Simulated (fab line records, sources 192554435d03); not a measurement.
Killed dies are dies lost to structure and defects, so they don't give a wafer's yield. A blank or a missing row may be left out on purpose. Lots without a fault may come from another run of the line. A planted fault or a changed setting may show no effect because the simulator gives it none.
Chamber matching | flow n5_finfet | N5_BEOL_M2_DEP_57 on pecvd-02: 3 sister chambers
The step deposits SiCN from 3MS/NH3, target thk 8 nm, time 14 s. 3 wafers are shown with their chamber, then 12 later ones without.

WAFERS WITH THEIR CHAMBER
wafer  | chamber | showerhead_plenum_p_Torr (Torr)
L083.4 | 0       | 3.669
L086.1 | 1       | 3.651
L086.5 | 2       | 3.675

WAFERS WITHOUT THEIR CHAMBER
wafer  | showerhead_plenum_p_Torr (Torr)
L089.1 | 3.655
L089.4 | 3.649
L089.6 | 3.663
L090.3 | 3.662
L090.4 | 3.656
L090.6 | 3.667
L093.2 | 3.648
L093.3 | 3.670
L093.4 | 3.657
L095.2 | 3.665
L095.5 | 3.665
L095.6 | 3.665

WHICH CHAMBER EACH WENT THROUGH
wafer  | from the rows above          | in truth
L089.1 | 1                            | 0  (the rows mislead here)
L089.4 | 1                            | 1
L089.6 | can't be placed: 0 or 1 or 2 | 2
L090.3 | can't be placed: 0 or 1 or 2 | 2
L090.4 | can't be placed: 1 or 0      | 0
L090.6 | can't be placed: 0 or 2      | 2
L093.2 | 1                            | 1
L093.3 | can't be placed: 0 or 2      | 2
L093.4 | can't be placed: 1 or 0      | 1
L095.2 | can't be placed: 0 or 2      | 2
L095.5 | can't be placed: 0 or 2      | 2
L095.6 | can't be placed: 0 or 2      | 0
Placed correctly: 2 of 12. Can't be placed from these rows: 9 (the true chamber is among the candidates in 9). Placed wrongly: 1.
How it was worked out, from the rows above alone: a wafer's distance from a chamber is the root of the sum, over the readings, of the square of ((its reading less the chamber's mean) divided by the reading's scatter). The wafer belongs to the nearest chamber; if the next one is less than 2 further off, it can't be placed. A chamber's mean is the mean of its shown wafers. The scatter: with one shown wafer a chamber, the root of the mean of the squares of how far each hidden wafer lies from its nearest shown one.
